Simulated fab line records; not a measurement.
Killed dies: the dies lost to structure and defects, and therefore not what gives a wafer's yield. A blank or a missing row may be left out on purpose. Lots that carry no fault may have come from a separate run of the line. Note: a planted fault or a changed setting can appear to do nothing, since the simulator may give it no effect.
fab line records	flow nandHarc
record lots=7	wafers=21	lastDay=24
route steps=1159 shown P_GATE@199 P_CONTACT@218 END@1159
lots that met no fault: taken from a fault-free run of the same line
startH: hours from the record's opening day to when the first of the lot's shown wafers began	waitH: hours elapsed since this lot's preceding step	" same as the row above	L1.1+2: a single row standing in for several wafers	- value missing, or start not given	* or withheld: withheld	< > ~ a bound
route shown NAME@n: a module of which the file shows steps, and the number in the route of the first	usual: mean and standard deviation over wafers with no fault	same: alike in all rows	chamber/n: place in a boat	sites: per-site readings	_std_site: standard deviation across them	_edge_site: outer sites' mean less inner sites'	radiusMm: how far each site lies from the wafer's centre	mask NAME#n: copy n	behind: the tool/chamber that last shaped the wafer	hold: what put the lot on hold/how long, in hours/how the hold closed	device: whichever transistor did not switch (one of n, p or np)	end of line: the route-end tests of the same wafers	for a step that has no rows: nothing shown but its recipe	killed: at the first sort, the dies lost to defects and structure; wafer yield is something else	map: shows each die of a wafer: x if killed, . if not, _ if none is there
set.NAME: setting as actually run; set.NAME@STEP: the setting as run at that earlier step	model.NAME: the simulator's own value behind a step, which no gauge read
lots at selected steps of the route; one table per step, one row per wafer
services: a tool's chamber out of use, with start hour (startH, from the record's first day; less than 0 if before it), hours out, and reason
## steps
# step NHARC_P_GATE_DEVELOP_90
# recipe timeS=70
# step NHARC_P_GATE_CD_MEAS_91
# recipe targetCdNm=2000	landingEnergyEv=500
# usual cdNm=1998/3.6
lot.wafer	tool	chamber	startH	waitH	cdNm
L996.1	cdSem-03	0	144.69	-	1996
L996.5	"	0	"	"	1996
L996.6	"	0	"	"	1996
L998.3	cdSem-03	0	160.77	-	1996
L998.4	"	0	"	"	1996
L998.6	"	0	"	"	2000
L999.3	cdSem-02	0	165.16	-	2000
L999.4	"	0	"	"	2000
L999.6	"	0	"	"	1998
L105.1	cdSem-03	0	203.58	-	2000
L105.2	"	0	"	"	2004
L105.4	"	0	"	"	2004
L107.1	cdSem-02	0	212.60	-	2001
L107.2	"	0	"	"	2005
L107.3	"	0	"	"	2001
L111.1	cdSem-03	0	231.71	-	1999
L111.2	"	0	"	"	1999
L111.4	"	0	"	"	1995
L112.4	cdSem-01	0	236.93	-	1993
L112.5	"	0	"	"	1993
L112.6	"	0	"	"	1995
# step NHARC_P_GATE_HARDBAKE_92
# recipe tempC=125	timeS=80
# step NHARC_P_GATE_DESCUM_93
# recipe timeS=3	o2FlowSccm=200	arFlowSccm=0	biasPowerW=0	chemistry=O2
# step NHARC_P_GATE_IMPLANT_94
# recipe energyKev=60	doseCm2=2e+15	tiltDeg=7
# step NHARC_P_GATE_STRIP_113
# recipe powerW=1500	tempC=110	timeS=740	chemistry=N2/H2
# usual drypumpMotorCurrentA=5.9/0.4	heaterPowerW=98/5.1
lot.wafer	tool	chamber	startH	waitH	drypumpMotorCurrentA	heaterPowerW	rfHoursCounterH
L996.1	plasmaAsher-01	1	145.36	0.3	6.2	96	9
L996.6	"	0	"	"	5.2	83	-
L996.5	"	1	"	"	6.2	95	-
L998.4	plasmaAsher-02	0	161.88	0.6	5.6	94	-
L998.3	"	1	"	"	6.4	99	-
L998.6	"	0	"	"	5.6	95	-
L999.4	plasmaAsher-02	0	166.22	0.6	5.6	97	-
L999.3	"	1	"	"	6.3	98	-
L999.6	"	0	"	"	5.6	95	-
L105.1	plasmaAsher-02	1	204.64	0.7	6.3	100	12
L105.2	"	0	"	"	5.6	104	12
L105.4	"	1	"	"	6.3	99	-
L107.2	plasmaAsher-02	1	214.20	1.2	6.4	100	21
L107.1	"	0	"	"	5.6	104	21
L107.3	"	0	"	"	5.6	104	-
L111.2	plasmaAsher-02	1	232.40	0.3	6.3	98	32
L111.1	"	0	"	"	5.6	105	32
L111.4	"	1	"	"	6.3	101	-
L112.4	plasmaAsher-01	1	237.84	0.5	6.2	96	-
L112.5	"	0	"	"	5.2	84	-
L112.6	"	1	"	"	6.2	95	-
# step NHARC_P_GATE_STRIP_95
# recipe powerW=1500	tempC=250	chemistry=O2
# step NHARC_P_GATE_STRIP_96
# recipe timeS=900	tempC=130	chemistry=SPM
# step NHARC_P_GATE_RTA_64
# recipe tempC=1050	timeS=1
# usual lampPowerPct=30.6/0.85	wafer_temp_C_max=1054.2/1.3
lot.wafer	tool	chamber	startH	waitH	lampPowerPct	wafer_temp_C_max
L996.1	rtpAnneal-01	0	146.51	-	31.5	1054.6
L996.5	"	0	"	"	31.5	1055.7
L996.6	"	0	"	"	31.5	1056.3
L998.3	rtpAnneal-01	0	162.97	-	31.5	1054.4
L998.4	"	0	"	"	31.5	1055.7
L998.6	"	0	"	"	31.5	1055.2
L999.3	rtpAnneal-02	0	167.32	-	29.8	1053.4
L999.4	"	0	"	"	29.8	1054.1
L999.6	"	0	"	"	29.9	1052.5
L105.1	rtpAnneal-02	0	205.93	-	29.8	1053.9
L105.2	"	0	"	"	29.8	1052.7
L105.4	"	0	"	"	29.8	1053.3
L107.1	rtpAnneal-02	0	215.48	-	29.8	1053.3
L107.2	"	0	"	"	29.8	1053.4
L107.3	"	0	"	"	29.8	1053.5
L111.1	rtpAnneal-02	0	233.69	-	29.8	1053.0
L111.2	"	0	"	"	29.8	1052.4
L111.4	"	0	"	"	29.8	1053.1
L112.4	rtpAnneal-01	0	238.85	-	31.6	1054.7
L112.5	"	0	"	"	31.4	1055.3
L112.6	"	0	"	"	31.5	1054.7
# step NHARC_P_GATE_ETCH_77
# recipe targetDepthA=60	chemistry=dHF	material=SiO2
# step NHARC_P_GATE_DEGAS_109
# recipe tempC=300	timeS=60
# usual heaterPowerW=472/57
lot.wafer	tool	chamber	startH	waitH	heaterPowerW
L996.1	pvdSputter-03	-	146.84	0.1	409
L996.5	"	-	"	"	392
L996.6	"	-	"	"	486
L998.4	pvdSputter-03	-	163.22	0.1	391
L998.3	"	-	"	"	492
L998.6	"	-	"	"	388
L999.4	pvdSputter-03	-	167.57	0.1	393
L999.3	"	-	"	"	509
L999.6	"	-	"	"	393
L105.1	pvdSputter-01	-	206.24	0.1	455
L105.2	"	-	"	"	536
L105.4	"	-	"	"	509
L107.1	pvdSputter-01	-	215.79	0.1	392
L107.2	"	-	"	"	541
L107.3	"	-	"	"	496
L111.4	pvdSputter-01	-	233.99	0.1	544
L111.2	"	-	"	"	388
L111.1	"	-	"	"	475
L112.4	pvdSputter-03	-	239.11	0.1	392
L112.6	"	-	"	"	520
L112.5	"	-	"	"	424
# step NHARC_P_GATE_PRE_CLEAN_110
# recipe timeS=30	biasV=200	gas=Ar
# step NHARC_P_GATE_SPUTTER_78
# recipe targetThkA=100	material=Ni
lot.wafer	tool	chamber	startH	waitH
L996.1+5+6	pvdSputter-03	-	146.92	-
L998.4+3+6	pvdSputter-03	-	163.32	-
L999.4+3+6	pvdSputter-03	-	167.76	-
L105.1+2+4	pvdSputter-01	-	206.34	-
L107.3+1+2	pvdSputter-01	-	215.89	-
L111.2+4+1	pvdSputter-01	-	234.09	-
L112.4+5+6	pvdSputter-03	-	239.38	-
# step NHARC_P_GATE_SPUTTER_79
# recipe targetThkA=100	material=TiN
# step NHARC_P_GATE_RTA_80
# recipe tempC=300	timeS=30
# usual wafer_temp_C_max=301.3/0.4
lot.wafer	tool	chamber	startH	waitH	wafer_temp_C_max
L996.1	rtpAnneal-01	0	147.13	-	301.5
L996.5	"	0	"	"	301.5
L996.6	"	0	"	"	302.1
L998.3	rtpAnneal-01	0	163.63	-	301.1
L998.4	"	0	"	"	301.6
L998.6	"	0	"	"	301.6
L999.3	rtpAnneal-01	0	168.42	-	301.3
L999.4	"	0	"	"	301.8
L999.6	"	0	"	"	301.6
L105.1	rtpAnneal-01	0	206.54	-	301.4
L105.2	"	0	"	"	301.5
L105.4	"	0	"	"	302.4
L107.1	rtpAnneal-01	0	216.08	-	301.4
L107.2	"	0	"	"	301.8
L107.3	"	0	"	"	301.3
L111.1	rtpAnneal-01	0	234.49	-	301.2
L111.2	"	0	"	"	301.7
L111.4	"	0	"	"	301.2
L112.4	rtpAnneal-02	0	239.96	-	300.8
L112.5	"	0	"	"	300.8
L112.6	"	0	"	"	301.1
# step NHARC_P_GATE_STRIP_67
# recipe timeS=600	tempC=130	chemistry=SPM
# step NHARC_P_GATE_RTA_82
# recipe tempC=450	timeS=30
# usual lampPowerPct=3.57/0.098	wafer_temp_C_max=451.7/0.61
lot.wafer	tool	chamber	startH	waitH	lampPowerPct	wafer_temp_C_max
L996.1	rtpAnneal-02	0	147.59	-	3.49	451.2
L996.5	"	0	"	"	3.49	451.5
L996.6	"	0	"	"	3.49	451.2
L998.3	rtpAnneal-02	0	164.09	-	3.49	450.5
L998.4	"	0	"	"	3.49	451.5
L998.6	"	0	"	"	3.49	451.4
L999.3	rtpAnneal-01	0	168.88	-	3.69	452.8
L999.4	"	0	"	"	3.69	452.2
L999.6	"	0	"	"	3.68	451.9
L105.1	rtpAnneal-02	0	207.00	-	3.49	451.1
L105.2	"	0	"	"	3.48	451.8
L105.4	"	0	"	"	3.49	451.6
L107.1	rtpAnneal-02	0	216.54	-	3.49	451.4
L107.2	"	0	"	"	3.49	450.8
L107.3	"	0	"	"	3.49	451.9
L111.1	rtpAnneal-01	0	234.97	-	3.68	452.4
L111.2	"	0	"	"	3.69	452.2
L111.4	"	0	"	"	3.69	451.9
L112.4	rtpAnneal-01	0	240.46	-	3.69	452.1
L112.5	"	0	"	"	3.69	451.8
L112.6	"	0	"	"	3.68	451.4
# step NHARC_P_GATE_INSPECT_68
# usual rawDefectCount=201/75
lot.wafer	tool	chamber	startH	waitH	hold	rawDefectCount
L996.1	defectInspect-01	-	147.79	0.2	awaitDispo/0.2h/release	829
L996.5	"	-	"	"	awaitDispo/0.2h/release	972
L996.6	"	-	"	"	awaitDispo/0.2h/release	933
L996.1	defectInspect-01	-	147.96	0.2	-	810
L996.5	"	-	"	"	-	962
L996.6	"	-	"	"	-	909
L998.3	defectInspect-02	-	164.23	0.1	awaitDispo/0.2h/release	766
L998.4	"	-	"	"	awaitDispo/0.2h/release	746
L998.6	"	-	"	"	awaitDispo/0.2h/release	955
L998.3	defectInspect-02	-	164.40	0.2	-	764
L998.4	"	-	"	"	-	745
L998.6	"	-	"	"	-	972
L999.3	defectInspect-01	-	169.02	0.1	awaitDispo/0.2h/release	855
L999.4	"	-	"	"	awaitDispo/0.2h/release	685
L999.6	"	-	"	"	awaitDispo/0.2h/release	729
L999.3	defectInspect-01	-	169.19	0.2	-	854
L999.4	"	-	"	"	-	681
L999.6	"	-	"	"	-	718
L105.1	defectInspect-01	-	207.20	0.2	-	166
L105.2	"	-	"	"	-	162
L105.4	"	-	"	"	-	111
L107.1	defectInspect-02	-	216.74	0.2	-	231
L107.2	"	-	"	"	-	257
L107.3	"	-	"	"	-	204
L111.1	defectInspect-02	-	235.17	0.2	-	265
L111.2	"	-	"	"	-	322
L111.4	"	-	"	"	-	284
L112.4	defectInspect-01	-	240.58	0.1	-	239
L112.5	"	-	"	"	-	301
L112.6	"	-	"	"	-	189
# step NHARC_P_CONTACT_DEP_00
# recipe targetThkA=5000	tempC=400	pressureTorr=6.5	rfW=900	teosFlowSccm=161.4	flowSccm=2650	targetThkNm=500	gas=O2	material=SiO2
# step NHARC_P_CONTACT_CMP_01
# recipe targetThkNm=200	material=SiO2
# step NHARC_P_CONTACT_SRD_03
# step NHARC_P_CONTACT_DEHYDRATE_04
# recipe tempC=150	timeS=120
# step NHARC_P_CONTACT_HMDS_05
# recipe timeS=30
# step NHARC_P_CONTACT_COAT_33
# recipe tempC=260	timeS=75
# step NHARC_P_CONTACT_COAT_34
# recipe tempC=225	timeS=65
# step NHARC_P_CONTACT_COAT_06
# recipe spinRpm=1500	resistThkNm=90
# step NHARC_P_CONTACT_SOFTBAKE_07
# recipe tempC=105	timeS=55
# step NHARC_P_CONTACT_EBR_08
# step NHARC_P_CONTACT_EXPOSE_09
# recipe na=1.35	targetCdNm=90	doseMj=81.26	maskId=P_CA
# step NHARC_P_CONTACT_PEB_10
# recipe pebTempC=100	pebTimeS=65
# step NHARC_P_CONTACT_DEVELOP_11
# recipe developTimeS=35	devTempC=23
# step NHARC_P_CONTACT_CD_MEAS_12
# recipe targetCdNm=90	landingEnergyEv=500
# usual cdNm=89.2/0.97
lot.wafer	tool	chamber	startH	waitH	cdNm
L996.1	cdSem-01	0	152.51	-	88.4
L996.5	"	0	"	"	90.6
L996.6	"	0	"	"	89.1
L998.3	cdSem-02	0	167.25	-	88.1
L998.4	"	0	"	"	87.5
L998.6	"	0	"	"	88.1
L999.3	cdSem-03	0	174.63	-	90.4
L999.4	"	0	"	"	88.2
L999.6	"	0	"	"	90.0
L105.1	cdSem-02	0	208.68	-	89.9
L105.2	"	0	"	"	91.2
L105.4	"	0	"	"	90.9
L107.1	cdSem-02	0	218.21	-	89.2
L107.2	"	0	"	"	89.4
L107.3	"	0	"	"	87.0
L111.1	cdSem-02	0	236.78	-	89.6
L111.2	"	0	"	"	91.2
L111.4	"	0	"	"	90.3
L112.4	cdSem-03	0	242.16	-	87.5
L112.5	"	0	"	"	89.4
L112.6	"	0	"	"	87.8
# step NHARC_P_CONTACT_OVL_MEAS_13
# usual overlayXNm=0.1/0.68	overlayYNm=0.1/0.85
lot.wafer	tool	chamber	startH	waitH	overlayXNm	overlayYNm
L996.1	overlay-02	-	152.60	-	-0.4	-0.1
L996.5	"	-	"	"	-0.8	0.1
L996.6	"	-	"	"	-0.1	0.4
L998.3	overlay-01	-	167.33	-	-0.2	0.6
L998.4	"	-	"	"	0.2	0.5
L998.6	"	-	"	"	-0.1	0.0
L999.3	overlay-01	-	174.71	-	1.4	-0.4
L999.4	"	-	"	"	1.3	-0.1
L999.6	"	-	"	"	0.9	0.2
L105.1	overlay-02	-	208.77	-	0.8	0.5
L105.2	"	-	"	"	0.7	1.4
L105.4	"	-	"	"	0.7	0.9
L107.1	overlay-01	-	218.30	-	-1.0	-0.2
L107.2	"	-	"	"	-0.6	0.4
L107.3	"	-	"	"	-0.8	0.5
L111.1	overlay-02	-	236.87	-	-0.3	-0.6
L111.2	"	-	"	"	-0.3	-1.1
L111.4	"	-	"	"	-0.3	-0.7
L112.4	overlay-01	-	242.24	-	0.8	1.6
L112.5	"	-	"	"	0.6	1.7
L112.6	"	-	"	"	0.5	1.4
# step NHARC_END_SORT_01
# recipe tempC=25
# usual defectLimitedYield=95.1/1.6	killedAtArray=29/10	killedAtOther=0.7/1.1	killedAtPeriphery=3.3/2.4	killedDies=33/11	killedOpen=3.3/2	killedShort=1.9/1.3	sort_bin_2_pct=1.5/0.67	sort_bin_3_pct=0.27/0.24	sort_bin_4_pct=3.1/1.1	sortNPass=644/11	sortRimYieldPct=97.1/2.1	sortYieldPct=95.1/1.6
# same grossDies=677	sort_bin_5_pct[%]=0	sort_bin_6_pct[%]=0	sort_bin_7_pct[%]=0	sort_bin_8_pct[%]=0	sortRimNGross=106.00
lot.wafer	tool	chamber	startH	waitH	defectLimitedYield[%]	killedAtArray	killedAtOther	killedAtPeriphery	killedDies	killedOpen	killedShort	sort_bin_2_pct[%]	sort_bin_3_pct[%]	sort_bin_4_pct[%]	sortNPass	sortRimYieldPct[%]	sortYieldPct[%]
L105.1	prober-01	0	557.75	2.5	96.2	18	1	7	26	3	0	0.7	0.15	3.0	651	95.3	96.2
L105.2	prober-01	0	558.55	2.8	96.5	18	1	5	24	6	4	0.7	0	2.8	653	97.2	96.5
L105.4	prober-01	0	560.16	3.4	97.8	11	1	3	15	3	1	0.9	0	1.3	662	97.2	97.8
L107.1	prober-02	0	565.57	2.5	95.9	27	1	0	28	1	1	1.2	0.30	2.7	649	99.1	95.9
L107.2	prober-02	0	566.35	2.8	96.3	22	0	3	25	2	1	1.0	0.15	2.5	652	100.0	96.3
L107.3	prober-02	0	567.14	3.1	95.3	29	0	3	32	4	4	1.6	0.30	2.8	645	97.2	95.3
# killed by level:class
L105.1 A_CHANNEL_HOLE_D1:chamberFilmFlake=9 A_CONTACT:chamberFilmFlake=5 P_GATE:chamberFilmFlake=3 P_GATE:geometricParticle:open=1 A_SOURCE_PLATE:geometricParticle:open=1 A_CONTACT:geometricParticle:open=1 P_STI:chamberFilmFlake=1 P_M1:chamberFilmFlake=1
L105.2 A_CHANNEL_HOLE_D1:chamberFilmFlake=4 P_M2:chamberFilmFlake=3 A_CONTACT:chamberFilmFlake=3 A_WL_FILL:geometricParticle:short=2 A_SGD_CUT:chamberFilmFlake=2 P_M0:geometricParticle:open=1 P_M1:geometricParticle:open=1 A_CHANNEL_HOLE_D1:geometricParticle:short=1
L105.4 A_CHANNEL_HOLE_D1:chamberFilmFlake=5 A_CONTACT:chamberFilmFlake=2 A_CHANNEL_FILL_D1:geometricParticle:short=1 A_CHANNEL_FILL_D1:geometricParticle:open=1 A_SGD_CUT:geometricParticle:open=1 A_M0:geometricParticle:open=1 P_STI:chamberFilmFlake=1 P_GATE:chamberFilmFlake=1
L107.1 A_SLIT:chamberFilmFlake=16 A_CHANNEL_HOLE_D1:chamberFilmFlake=8 A_BLC:geometricParticle:open=1 A_M0:geometricParticle:short=1 A_CONTACT:chamberFilmFlake=1 THIN_TSV:chamberFilmFlake=1
L107.2 A_SLIT:chamberFilmFlake=17 A_CHANNEL_HOLE_D1:chamberFilmFlake=2 P_CONTACT:geometricParticle:short=1 P_CONTACT:geometricParticle:open=1 A_CHANNEL_FILL_D1:geometricParticle:open=1 P_GATE:chamberFilmFlake=1 A_STAIRCASE:chamberFilmFlake=1 A_CONTACT:chamberFilmFlake=1
L107.3 A_SLIT:chamberFilmFlake=17 A_CHANNEL_FILL_D1:geometricParticle:open=2 A_CHANNEL_FILL_D1:geometricParticle:short=2 P_GATE:chamberFilmFlake=2 A_CHANNEL_HOLE_D1:chamberFilmFlake=2 P_CONTACT:geometricParticle:open=1 A_WL_FILL:geometricParticle:short=1 A_BLC:geometricParticle:open=1
## services
tool	chamber	startH	hours	kind
plasmaAsher-01	-	150.85	83.2	repair
pvdSputter-01	-	158.06	10.0	pm
plasmaAsher-02	-	183.03	9.0	pm
plasmaAsher-02	0	183.03	9.0	ventCycle
plasmaAsher-02	1	183.03	9.0	ventCycle
plasmaAsher-02	0	192.03	-	clean
plasmaAsher-02	1	192.03	-	clean
pvdSputter-01	-	210.20	3.8	repair
pvdSputter-01	-	219.12	1.2	repair
pvdSputter-01	-	237.14	38.6	repair
## key
firstSign step=NHARC_P_GATE_INSPECT_68	reading=visit	direction=added
effect step=NHARC_P_GATE_INSPECT_68	reading=rawDefectCount	direction=up	sigmas=8.4	usual=201	struck=830
metAt NHARC_P_GATE_SPUTTER_78
struckWafers L996.1,L996.5,L996.6,L998.3,L998.4,L998.6,L999.3,L999.4,L999.6
scrappedBehind NHARC_P_CONTACT_INSPECT_14 L996.1,L996.5,L996.6,L998.3,L998.4,L998.6,L999.3,L999.4,L999.6
fault kind=chamberParticleSource	tool=pvdSputter-03	chamber=-	onsetH=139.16	steps=NHARC_P_GATE_SPUTTER_78	ratePerVisitCm2=0.82271	endH=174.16
